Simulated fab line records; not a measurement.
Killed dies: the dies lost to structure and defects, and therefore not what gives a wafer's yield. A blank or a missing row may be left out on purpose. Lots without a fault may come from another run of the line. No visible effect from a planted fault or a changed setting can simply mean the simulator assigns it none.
Matching of chambers || flow n5Finfet || 4 sister chambers for N5_BEOL_M9_STRIP_19 on rieDiel-01
The step strips in O2. 20 wafers are shown with their chamber, then 10 later ones without.

== WAFERS, EACH WITH ITS CHAMBER ==
{"wafer": "L075.3", "chamber": 1, "drypumpMotorCurrentA (A)": 5.8, "showerheadPlenumPTorr (Torr)": 2.14, "oesProductAu (a.u.)": 0.85}
{"wafer": "L075.5", "chamber": 0, "drypumpMotorCurrentA (A)": 4.9, "showerheadPlenumPTorr (Torr)": 2.12, "oesProductAu (a.u.)": 0.86}
{"wafer": "L075.6", "chamber": 3, "drypumpMotorCurrentA (A)": 5.3, "showerheadPlenumPTorr (Torr)": 1.99, "oesProductAu (a.u.)": 0.68}
{"wafer": "L078.1", "chamber": 3, "drypumpMotorCurrentA (A)": 5.3, "showerheadPlenumPTorr (Torr)": 1.98, "oesProductAu (a.u.)": 0.68}
{"wafer": "L078.3", "chamber": 1, "drypumpMotorCurrentA (A)": 5.8, "showerheadPlenumPTorr (Torr)": 2.14, "oesProductAu (a.u.)": 0.83}
{"wafer": "L078.6", "chamber": 3, "drypumpMotorCurrentA (A)": 5.4, "showerheadPlenumPTorr (Torr)": 1.98, "oesProductAu (a.u.)": 0.67}
{"wafer": "L079.3", "chamber": 2, "drypumpMotorCurrentA (A)": 5.0, "showerheadPlenumPTorr (Torr)": 2.05, "oesProductAu (a.u.)": 0.67}
{"wafer": "L079.5", "chamber": 1, "drypumpMotorCurrentA (A)": 5.7, "showerheadPlenumPTorr (Torr)": 2.14, "oesProductAu (a.u.)": 0.83}
{"wafer": "L079.6", "chamber": 2, "drypumpMotorCurrentA (A)": 5.0, "showerheadPlenumPTorr (Torr)": 2.05, "oesProductAu (a.u.)": 0.68}
{"wafer": "L083.4", "chamber": 0, "drypumpMotorCurrentA (A)": 4.9, "showerheadPlenumPTorr (Torr)": 2.12, "oesProductAu (a.u.)": 0.84}
{"wafer": "L083.5", "chamber": 1, "drypumpMotorCurrentA (A)": 5.8, "showerheadPlenumPTorr (Torr)": 2.14, "oesProductAu (a.u.)": 0.83}
{"wafer": "L083.6", "chamber": 0, "drypumpMotorCurrentA (A)": 4.9, "showerheadPlenumPTorr (Torr)": 2.12, "oesProductAu (a.u.)": 0.83}
{"wafer": "L085.2", "chamber": 2, "drypumpMotorCurrentA (A)": 5.0, "showerheadPlenumPTorr (Torr)": 2.04, "oesProductAu (a.u.)": 1.00}
{"wafer": "L085.3", "chamber": 0, "drypumpMotorCurrentA (A)": 4.9, "showerheadPlenumPTorr (Torr)": 2.12, "oesProductAu (a.u.)": 0.83}
{"wafer": "L085.6", "chamber": 0, "drypumpMotorCurrentA (A)": 4.9, "showerheadPlenumPTorr (Torr)": 2.12, "oesProductAu (a.u.)": 0.83}
{"wafer": "L090.1", "chamber": 0, "drypumpMotorCurrentA (A)": 4.9, "showerheadPlenumPTorr (Torr)": 2.11, "oesProductAu (a.u.)": 0.82}
{"wafer": "L090.4", "chamber": 3, "drypumpMotorCurrentA (A)": 5.4, "showerheadPlenumPTorr (Torr)": 1.98, "oesProductAu (a.u.)": 0.66}
{"wafer": "L090.6", "chamber": 2, "drypumpMotorCurrentA (A)": 5.0, "showerheadPlenumPTorr (Torr)": 2.04, "oesProductAu (a.u.)": 0.96}
{"wafer": "L091.1", "chamber": 3, "drypumpMotorCurrentA (A)": 5.3, "showerheadPlenumPTorr (Torr)": 1.98, "oesProductAu (a.u.)": 0.67}
{"wafer": "L091.3", "chamber": 1, "drypumpMotorCurrentA (A)": 5.8, "showerheadPlenumPTorr (Torr)": 2.13, "oesProductAu (a.u.)": 0.80}

SIGNATURES (means of the wafers above)
{"reading": "drypumpMotorCurrentA", "chamber 0": 4.900, "chamber 1": 5.780, "chamber 2": 5.000, "chamber 3": 5.340, "scatter within a chamber": 0.0354}
{"reading": "showerheadPlenumPTorr", "chamber 0": 2.1183, "chamber 1": 2.1380, "chamber 2": 2.0450, "chamber 3": 1.9820, "scatter within a chamber": 0.00463}
{"reading": "oesProductAu", "chamber 0": 0.8350, "chamber 1": 0.8280, "chamber 2": 0.8275, "chamber 3": 0.6720, "scatter within a chamber": 0.0776}
Rule: for each reading, subtract the chamber's mean from the wafer's reading, divide by that reading's scatter and square the result; add these up over the readings and take the root, which gives the wafer's distance from the chamber. The wafer belongs to the nearest chamber; if the next one is less than 2 further off, it can't be placed. The scatter: the root of (the sum of the squares of (reading less its chamber's mean) over the shown wafers, divided by (wafers less chambers)).

== WAFERS WITH NO CHAMBER GIVEN ==
{"wafer": "L091.4", "drypumpMotorCurrentA (A)": 5.0, "showerheadPlenumPTorr (Torr)": 2.04, "oesProductAu (a.u.)": 0.95}
{"wafer": "L089.1", "drypumpMotorCurrentA (A)": 5.8, "showerheadPlenumPTorr (Torr)": 2.13, "oesProductAu (a.u.)": 0.81}
{"wafer": "L089.4", "drypumpMotorCurrentA (A)": 5.3, "showerheadPlenumPTorr (Torr)": 1.98, "oesProductAu (a.u.)": 0.67}
{"wafer": "L089.6", "drypumpMotorCurrentA (A)": 5.8, "showerheadPlenumPTorr (Torr)": 2.13, "oesProductAu (a.u.)": 0.81}
{"wafer": "L094.2", "drypumpMotorCurrentA (A)": 5.3, "showerheadPlenumPTorr (Torr)": 1.98, "oesProductAu (a.u.)": 0.67}
{"wafer": "L094.3", "drypumpMotorCurrentA (A)": 5.8, "showerheadPlenumPTorr (Torr)": 2.13, "oesProductAu (a.u.)": 0.81}
{"wafer": "L094.5", "drypumpMotorCurrentA (A)": 5.3, "showerheadPlenumPTorr (Torr)": 1.98, "oesProductAu (a.u.)": 0.66}
{"wafer": "L097.2", "drypumpMotorCurrentA (A)": 4.9, "showerheadPlenumPTorr (Torr)": 2.11, "oesProductAu (a.u.)": 0.80}
{"wafer": "L097.3", "drypumpMotorCurrentA (A)": 5.8, "showerheadPlenumPTorr (Torr)": 2.12, "oesProductAu (a.u.)": 0.79}
{"wafer": "L097.6", "drypumpMotorCurrentA (A)": 5.0, "showerheadPlenumPTorr (Torr)": 2.03, "oesProductAu (a.u.)": 0.91}

== WHICH CHAMBER EACH ONE RAN IN ==
{"wafer": "L091.4", "from the rows above": 2, "in truth": 2}
{"wafer": "L089.1", "from the rows above": 1, "in truth": 1}
{"wafer": "L089.4", "from the rows above": 3, "in truth": 3}
{"wafer": "L089.6", "from the rows above": 1, "in truth": 1}
{"wafer": "L094.2", "from the rows above": 3, "in truth": 3}
{"wafer": "L094.3", "from the rows above": 1, "in truth": 1}
{"wafer": "L094.5", "from the rows above": 3, "in truth": 3}
{"wafer": "L097.2", "from the rows above": 0, "in truth": 0}
{"wafer": "L097.3", "from the rows above": 1, "in truth": 1}
{"wafer": "L097.6", "from the rows above": 2, "in truth": 2}
Correctly placed: 10 of 10. Number that these rows cannot place: 0. Wrongly placed: 0.
